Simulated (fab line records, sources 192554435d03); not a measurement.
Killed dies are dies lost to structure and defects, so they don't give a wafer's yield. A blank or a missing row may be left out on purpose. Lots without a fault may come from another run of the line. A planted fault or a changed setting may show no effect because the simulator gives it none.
fab line records | flow n5_finfet
record lots=4 wafers=12 last_day=18
route steps=1938 shown BEOL_M0@741 BEOL_M1@751 BEOL_M4@1111 PASSIVATION@1936
lots that met no fault: from a run of the same line without faults
start_h: hours from the record's first day to the start of the lot's first wafer shown | wait_h: hours since the lot's step before | " the same as in the row above | L1.1+2: a row that stands for several wafers | - no value, or no start given | * or withheld: withheld | < > ~ a bound
route shown NAME@n: a module of which the file shows steps, and the number in the route of the first | usual: mean/standard deviation of fault-free wafers | same: alike in all rows | chamber/n: place in a boat | sites: the reading at each site | _std_site: their standard deviation | _edge_site: outer sites' mean less inner sites' | radius_mm: how far each site lies from the wafer's centre | mask NAME#n: copy n | behind: the tool/chamber that last shaped the wafer | hold: why the lot was held/for how many hours/how that ended | device: the transistor (n, p or np) that didn't switch | end of line: the same wafers' tests at the end of the route | a step without rows: its recipe alone | killed: dies lost to structure and defects at the first sort, not the wafer's yield | map: a wafer's dies, x killed, . not, _ none there
set.NAME: the setting as run; set.NAME@STEP: as run at that earlier step | model.NAME: the simulator's own value behind a step, which no gauge read
lots at some steps of the route; a table a step, a row a wafer
services: from which hour (start_h, from the record's first day; less than 0 if before it) a tool's chamber was out of use, for how many hours, and why
## steps
# step N5_BEOL_M0_ECD_118
# recipe material=Cu target_thk_a=3000
# step N5_BEOL_M0_ANNEAL_119
# recipe temp_c=225 time_s=90 ambient=N2
# step N5_BEOL_M0_CMP_120
# recipe stop_on=SiOC t_overpolish_s=6.9 down_force_psi=1 platen_rpm=50 clearing_platen_down_force_psi=1.5 clearing_platen_rpm=50 post_cmp_clean=cu_alkaline clearing_platen_pad_velocity_m_s=0.99484 pad_velocity_m_s=0.99484
# step N5_BEOL_M0_PRE_CLEAN_131
# recipe gas=NH3/H2 time_s=15 temp_c=* rf_power_w=300
# step N5_BEOL_M0_CO_CAP_123
# recipe material=Co target_thk_a=20 temp_c=200 precursor=CCTBA/H2 pressure_torr=30 time_s=102.1
# step N5_BEOL_M0_PRE_CLEAN_124
# recipe gas=NH3 time_s=15 temp_c=withheld rf_power_w=300
# step N5_BEOL_M0_DEP_125
# recipe material=SiCN target_thk_a=80 temp_c=withheld precursor=3MS/NH3 pressure_torr=3 rf_w=202 time_s=14
# step N5_BEOL_M1_ILD_DEP_00
# recipe material=SiOC target_thk_a=790 temp_c=350 precursor=DEMS/O2 pressure_torr=5 rf_w=500 time_s=15.3
# step N5_BEOL_M1_PECVD_72
# recipe material=SiO2 target_thk_a=160 temp_c=400 precursor=TEOS/O2 pressure_torr=5.5 rf_w=450 teos_flow_sccm=53.8 gas=O2 flow_sccm=3000 time_s=18
# usual heater_power_w=736/93 showerhead_plenum_p_Torr=8.79/0.071 susceptor_temp_C=399.99/0.23 throttle_valve_pct=22.4/1.3
# columns lot.wafer tool chamber start_h wait_h heater_power_w showerhead_plenum_p_Torr susceptor_temp_C throttle_valve_pct model.SiO2_of_BEOL_M1_PECVD_72.thk_nm
L602.2 pecvd-04 1 146.35 0.0 686 8.84 400.11 24.5 15.8
L602.3 " 0 " " 854 8.67 399.61 22.1 15.8
L602.4 " 1 " " 699 8.84 400.40 24.6 16
L607.3 pecvd-04 0 162.49 0.0 1054 8.65 432.60 21.8 12.4
L607.5 " 1 " " 813 8.85 432.28 24.4 12.8
L607.6 " 2 " " 984 8.71 432.50 20.4 12.8
L609.3 pecvd-04 0 186.40 0.0 970 8.67 432.44 21.9 12
L609.4 " 1 " " 774 8.84 432.37 24.5 12.4
L609.6 " 0 " " 970 8.69 432.35 21.9 12.4
L616.3 pecvd-02 1 218.58 0.1 666 8.79 399.97 23.9 16.2
L616.5 " 0 " " 788 8.85 400.06 22.5 16.2
L616.6 " 1 " " 674 8.80 400.15 24.0 16.2
# step N5_BEOL_M1_HM_DEP_02
# recipe material=TiN target_thk_a=200 temp_c=25 chamber_pressure_pa=0.49996
# step N5_BEOL_M1_COAT_61
# recipe resist=SOC temp_c=250 time_s=60 spin_rpm=1500 resist_thk_nm=60
# step N5_BEOL_M1_COAT_62
# recipe resist=SiARC temp_c=220 time_s=60 spin_rpm=1500 resist_thk_nm=12
# step N5_BEOL_M1_COAT_73
# recipe resist=underlayer temp_c=205 time_s=60 spin_rpm=1500 resist_thk_nm=5
# step N5_BEOL_M1_COAT_05
# recipe resist=CAR-EUV spin_rpm=1500 resist_thk_nm=30
# step N5_BEOL_M1_EBR_07
# recipe solvent=PGMEA ebr_width_mm=1.5
# step N5_BEOL_M1_SOFTBAKE_06
# recipe temp_c=110 time_s=60 resist=CAR-EUV
# step N5_BEOL_M1_EXPOSE_08
# recipe mask_id=M1 na=0.33 source_shape=dipole sigma_inner=0.369 sigma_outer=0.767 polarization=unpolarized dose_mj=33
# step N5_BEOL_M1_PEB_09
# recipe peb_temp_c=100 peb_time_s=60 resist=CAR-EUV
# step N5_BEOL_M1_DEVELOP_10
# recipe develop_time_s=30 developer=TMAH resist=CAR-EUV rinse_liquid=surfactant_rinse dry=air_spin dev_temp_c=23
# step N5_BEOL_M1_DESCUM_16
# recipe chemistry=O2 time_s=7 source_power_w=50 bias_power_w=20 pressure_mtorr=20 rf_frequency_hz=2.712e+07 temp_c=40 resist=CAR-EUV o2_flow_sccm=225
# step N5_BEOL_M1_ETCH_74
# recipe chemistry=N2/H2 target=underlayer target_depth_a=65 mask_material=CAR-EUV time_s=5.2 ion_energy_ev=200 pressure_mtorr=30 source_w=840 bias_w=150 n2_flow_sccm=200 h2_flow_sccm=200 ends=cleared
# step N5_BEOL_M1_ETCH_63
# recipe chemistry=CF4 target=SiARC target_depth_a=156 mask_material=CAR-EUV time_s=26 ion_energy_ev=80 pressure_mtorr=40 source_w=545 bias_w=36 Ar_flow_sccm=100 cf4_flow_sccm=100 ends=cleared
# step N5_BEOL_M1_ETCH_64
# recipe chemistry=N2/H2 target=SOC target_depth_a=750 overetch_a=150 mask_material=SiARC temp_c=40 time_s=112.5 ion_energy_ev=200 pressure_mtorr=30 source_w=840 bias_w=150 n2_flow_sccm=200 h2_flow_sccm=200
# step N5_BEOL_M1_STRIP_65
# recipe chemistry=N2/H2 temp_c=40 n2_flow_sccm=200 h2_flow_sccm=200 rf_frequency_hz=6e+07
# step N5_BEOL_M1_STRIP_75
# recipe chemistry=N2/H2 temp_c=40 n2_flow_sccm=200 h2_flow_sccm=200 rf_frequency_hz=6e+07
# step N5_BEOL_M1_STRIP_66
# recipe chemistry=CF4 resist=SiARC power_w=300 bias_power_w=75 pressure_mtorr=50 cf4_flow_sccm=150 rf_frequency_hz=6e+07
# step N5_BEOL_M1_HM_OPEN_17
# recipe chemistry=Cl2/BCl3 target_depth_a=200 overetch_a=60 target=TiN mask_material=SOC ion_energy_ev=150 pressure_mtorr=10 icp_w=1000 bias_w=126 Cl2_flow_sccm=53.25 bcl3_flow_sccm=21.75 Ar_flow_sccm=25
# step N5_BEOL_M1_STRIP_19
# recipe chemistry=O2 power_w=400 temp_c=40 pressure_mtorr=30 rf_frequency_hz=6e+07 bias_power_w=0 overash_fraction=0.2 o2_flow_sccm=225
# step N5_BEOL_M1_COAT_67
# recipe resist=SOC temp_c=250 time_s=60 spin_rpm=1500 resist_thk_nm=60
# step N5_BEOL_M1_COAT_68
# recipe resist=SiARC temp_c=220 time_s=60 spin_rpm=1500 resist_thk_nm=12
# step N5_BEOL_M1_COAT_76
# recipe resist=underlayer temp_c=205 time_s=60 spin_rpm=1500 resist_thk_nm=5
# step N5_BEOL_M1_COAT_22
# recipe resist=CAR-EUV spin_rpm=1500 resist_thk_nm=30
# step N5_BEOL_M1_EBR_24
# recipe solvent=PGMEA ebr_width_mm=1.5
# step N5_BEOL_M1_SOFTBAKE_23
# recipe temp_c=110 time_s=60 resist=CAR-EUV
# step N5_BEOL_M1_HM_STRIP_39
# recipe chemistry=peroxide_tin_strip material=TiN target_depth_a=250 temp_c=50 time_s=158
# columns lot.wafer tool chamber start_h wait_h model.SiO2_of_BEOL_M1_PECVD_72.thk_nm
L602.2 wet_bench-01 7 159.77 0.0 15.6
L602.3 " 2 " " 15.8
L602.4 " 1 " " 16
L607.3 wet_bench-05 7 192.89 0.0 12.2
L607.5+6 " 3,1 " " 12.6
L609.3 wet_bench-05 7 198.02 0.0 11.8
L609.4 " 4 " " 12.4
L609.6 " 5 " " 12.2
L616.3+5+6 wet_bench-01 2,1,3 234.89 0.0 16
# step N5_BEOL_M1_CMP_52
# recipe stop_on=SiOC t_overpolish_s=6.8 down_force_psi=1 platen_rpm=50 clearing_platen_down_force_psi=1.5 clearing_platen_rpm=50 post_cmp_clean=cu_alkaline target_thk_nm=40 clearing_platen_pad_velocity_m_s=0.99484 pad_velocity_m_s=0.99484
# usual barrier_field_endpoint_s=24.9/0.73 edge_zone_pressure_frac=1.000/0.0048 motor_current_A=6.1/0.65 pad_life_wafers=639/470
# columns lot.wafer tool chamber start_h wait_h barrier_field_endpoint_s edge_zone_pressure_frac motor_current_A pad_life_wafers
L602.2 cmp-02 1 162.94 0.2 25.7 0.995 6.0 444
L602.3 " 2 " " 25.0 1.001 5.3 445
L602.4 " 0 " " 24.4 1.002 7.4 447
L607.3 cmp-02 0 196.12 0.3 20.3 0.998 7.3 681
L607.6 " 1 " " 21.1 1.004 5.5 -
L607.5 " 2 " " 21.3 0.992 5.3 -
L609.3 cmp-04 0 201.19 0.2 20.4 1.005 6.1 482
L609.4 " 1 " " 21.2 0.999 6.3 483
L609.6 " 3 " " 21.3 1.000 5.4 -
L616.3 cmp-03 3 238.67 0.3 25.9 1.007 5.6 63
L616.5 " 0 " " 25.1 0.993 6.6 -
L616.6 " 1 " " 25.8 1.006 6.3 -
# step N5_BEOL_M4_RC_MEAS_101
# usual DIBL_N=36.4/2.2 DIBL_P=36.3/2.5 IOFF_N=0.17/0.052 IOFF_P=0.23/0.049 ION_N=674/17 ION_P=464/11 SS_N=71.7/0.98 SS_P=73.3/0.84 VT_N=250/4 VT_P=-249/3.8
# columns lot.wafer tool chamber start_h wait_h DIBL_N[mV/V] DIBL_P[mV/V] IOFF_N[nA/um] IOFF_P[nA/um] ION_N[uA/um] ION_P[uA/um] SS_N[mV/dec] SS_P[mV/dec] VT_N[mV] VT_P[mV]
L602.2 prober-02 0 239.26 0.2 34.5 34.2 0.13 0.23 663 465 70.9 72.4 255 -247
L602.3 " 0 " " 34.0 33.9 0.13 0.22 672 474 71.0 72.7 252 -245
L602.4 " 0 " " 36.7 36.8 0.16 0.26 677 474 72.3 73.2 250 -245
L609.3 prober-01 0 243.03 0.3 37.5 38.6 0.19 0.29 689 478 72.5 74.2 248 -245
L609.4 " 0 " " 37.2 34.5 0.17 0.23 659 457 72.8 73.0 251 -247
L609.6 " 0 " " 38.3 37.0 0.21 0.28 704 478 72.7 73.3 245 -244
L607.3 prober-02 0 247.80 0.3 41.4 42.8 0.30 0.32 691 464 72.2 74.5 243 -245
L607.5 " 0 " " 37.6 38.8 0.20 0.26 670 459 71.8 74.5 249 -247
L607.6 " 0 " " 37.7 37.5 0.19 0.22 685 466 71.6 74.1 249 -251
L616.3 prober-01 0 322.15 0.3 34.0 33.9 0.12 0.18 669 465 70.6 73.1 255 -248
L616.5 " 0 " " 34.6 34.0 0.13 0.17 677 464 70.9 73.3 253 -250
L616.6 " 0 " " 42.9 38.9 0.49 0.29 666 452 78.0 74.8 246 -245
# step N5_PASSIVATION_PROBE_49
# usual defect_limited_yield=91.2/1.4 killed_at_M0_to_M3=34/9.3 killed_at_M4_up=14/5.9 killed_at_contacts=14/5.7 killed_at_front_end=38/10 killed_at_other=4/3.2 killed_dies=104/17 killed_open=67/13 killed_short=33/6.9 sort_bin_4_leakage=0/3.6 sort_bin_5_function=5.2/1 sort_bin_6_memory=3.3/0.61 sort_n_pass=1069/52 sort_yield_pct=91/4.4
# same gross_dies=1180 killed_at_back_side=0 sort_bin_8_speed[%]=0
# columns lot.wafer tool chamber start_h wait_h defect_limited_yield[%] killed_at_M0_to_M3 killed_at_M4_up killed_at_contacts killed_at_front_end killed_at_other killed_dies killed_open killed_short sort_bin_4_leakage[%] sort_bin_5_function[%] sort_bin_6_memory[%] sort_n_pass sort_yield_pct[%]
L602.2 prober-02 - 349.79 0.8 90.7 32 20 11 44 3 110 65 44 0 5.0 4.0 1070 91
L602.3 prober-02 - 349.84 0.9 89.2 42 11 16 58 0 127 92 31 0 6.4 4.2 1053 89
L602.4 prober-02 - 349.89 0.9 90.0 33 11 29 38 7 118 77 38 0 6.6 3.2 1062 90
L609.3 prober-01 - 350.49 1.0 90.1 43 16 19 34 5 117 71 45 0 5.4 4.2 1063 90
L609.4 prober-01 - 350.54 1.1 89.6 61 12 7 42 1 123 72 48 0 6.1 3.5 1057 90
L609.6 prober-01 - 350.64 1.2 91.4 40 14 6 33 8 101 69 29 0 4.5 3.8 1079 91
L616.3 prober-02 - 428.46 0.1 88.7 38 2 17 69 7 133 83 40 0 7.7 3.5 1047 89
L616.5 prober-02 - 428.56 0.2 90.3 31 7 8 64 4 114 75 37 0 5.3 3.9 1066 90
L616.6 prober-02 - 428.61 0.3 89.5 38 15 13 56 2 124 68 52 39 5.8 4.0 592 50
# killed by level:class
L602.2 FIN_SAQP:geometric_particle:short=12 FIN_SAQP:geometric_particle:open=11 BEOL_M0_SAQP:geometric_particle:short=9 BEOL_M4:geometric_particle:open=7 MOL_CONTACT_COAG:geometric_particle:open=6 MOL_CONTACT_COAG:geometric_particle:short=5 BEOL_M0:geometric_particle:open=5 BEOL_M2:geometric_particle:open=5
L602.3 FIN_SAQP:geometric_particle:open=23 MOL_CONTACT_COAG:geometric_particle:open=15 BEOL_M0_SAQP:geometric_particle:open=12 FIN_SAQP:geometric_particle:short=10 STI_FIN_REVEAL:geometric_particle:open=7 BEOL_M3:geometric_particle:open=7 BEOL_M0_SAQP:geometric_particle:short=6 BEOL_M0:geometric_particle:open=5
L602.4 MOL_CONTACT_COAG:geometric_particle:open=28 BEOL_M0_SAQP:geometric_particle:short=14 FIN_SAQP:geometric_particle:open=12 BEOL_M0_SAQP:geometric_particle:open=6 FIN_SAQP:geometric_particle:short=5 DUMMY_GATE:geometric_particle:open=4 STARTING-WAFER:geometric_particle:short=4 ILD0:geometric_particle:short=3
L609.3 BEOL_M0_SAQP:geometric_particle:open=17 MOL_CONTACT_COAG:geometric_particle:open=14 BEOL_M0_SAQP:geometric_particle:short=11 FIN_SAQP:geometric_particle:short=10 STI_FIN_REVEAL:geometric_particle:open=6 BEOL_M4:geometric_particle:open=6 MOL_CONTACT_COAG:geometric_particle:short=5 BEOL_M2:geometric_particle:open=5
L609.4 BEOL_M0_SAQP:geometric_particle:short=24 STI_FIN_REVEAL:geometric_particle:open=16 BEOL_M0_SAQP:geometric_particle:open=15 BEOL_M2:geometric_particle:open=11 FIN_SAQP:geometric_particle:short=10 FIN_SAQP:geometric_particle:open=5 BEOL_M4:geometric_particle:open=5 MOL_CONTACT_COAG:geometric_particle:open=4
L609.6 BEOL_M0_SAQP:geometric_particle:open=17 STI_FIN_REVEAL:geometric_particle:open=8 BEOL_M0_SAQP:geometric_particle:short=8 MOL_CONTACT_COAG:geometric_particle:open=6 BEOL_M2:geometric_particle:open=6 BEOL_M3:geometric_particle:open=6 BEOL_M4:geometric_particle:open=5 FIN_SAQP:geometric_particle:open=4
L616.3 STI_FIN_REVEAL:geometric_particle:open=26 BEOL_M0_SAQP:geometric_particle:short=12 BEOL_M0_SAQP:geometric_particle:open=10 FIN_SAQP:geometric_particle:open=8 BEOL_M2:geometric_particle:open=8 MOL_CONTACT_COAG:area_etch=8 MOL_CONTACT_COAG:geometric_particle:open=7 GATE_CUT:geometric_particle:open=5
L616.5 STI_FIN_REVEAL:geometric_particle:open=19 FIN_SAQP:geometric_particle:short=9 STI_FIN_REVEAL:geometric_particle:short=8 BEOL_M1:geometric_particle:open=8 BEOL_M2:geometric_particle:open=8 FIN_SAQP:geometric_particle:open=6 MOL_CONTACT_COAG:geometric_particle:open=5 BEOL_M0_SAQP:geometric_particle:short=4
L616.6 STI_FIN_REVEAL:geometric_particle:open=21 BEOL_M0_SAQP:geometric_particle:short=13 FIN_SAQP:geometric_particle:short=12 GATE_CUT:geometric_particle:short=11 BEOL_M0_SAQP:geometric_particle:open=9 MOL_CONTACT_COAG:geometric_particle:open=8 FIN_SAQP:geometric_particle:open=6 BEOL_M1:geometric_particle:open=5
## services
# columns tool chamber start_h hours kind
pecvd-04 2 123.59 16.5 scheduled_down
cmp-04 - 131.66 4.0 pm
cmp-04 - 135.66 - consumable_replace:conditioner
cmp-04 - 135.66 - consumable_replace:pad
cmp-02 - 151.06 3.3 repair
pecvd-04 1 151.27 2.1 scheduled_down
wet_bench-05 - 170.40 1.9 pm
cmp-03 - 173.83 1.4 repair
cmp-03 - 181.81 7.0 pm
pecvd-02 1 190.96 5.5 scheduled_down
pecvd-02 2 196.28 4.4 repair
cmp-02 - 198.67 9.0 repair
pecvd-02 2 202.38 - clean
pecvd-02 2 202.38 - consumable_replace:showerhead
pecvd-02 2 202.38 29.0 scheduled_down
pecvd-02 2 202.38 29.0 vent_cycle
cmp-02 - 213.11 2.2 repair
cmp-04 - 214.01 0.5 repair
cmp-04 - 222.93 2.0 repair
cmp-02 - 224.69 1.6 repair
cmp-03 - 227.34 4.0 pm
cmp-03 - 231.34 - consumable_replace:conditioner
cmp-03 - 231.34 - consumable_replace:pad
## key
first_sign step=N5_BEOL_M1_PECVD_72 reading=susceptor_temp_C direction=up sigmas=99+ usual=* struck=*
effect step=N5_BEOL_M1_PECVD_72 reading=heater_power_w direction=up sigmas=2.1 usual=* struck=* wafers_moved=4
effect step=N5_BEOL_M1_CMP_52 reading=barrier_field_endpoint_s direction=down sigmas=5.4 usual=24.9 struck=20.9
model_effect step=N5_BEOL_M1_PECVD_72 value=SiO2_of_BEOL_M1_PECVD_72.thk_nm without=15.97 struck=12.47
model_effect step=N5_BEOL_M1_HM_STRIP_39 value=SiO2_of_BEOL_M1_PECVD_72.thk_nm without=15.83 struck=12.3
met_at N5_BEOL_M1_PECVD_72
struck_wafers L607.3,L607.5,L607.6,L609.3,L609.4,L609.6
onset_between 146.35 162.49
fault kind=process_parameter_drift tool=pecvd-04 chamber=- onset_h=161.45 steps=N5_BEOL_M1_PECVD_72 channel=temp_c offset=* shape=step end_h=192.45 acts_in=* stated=*
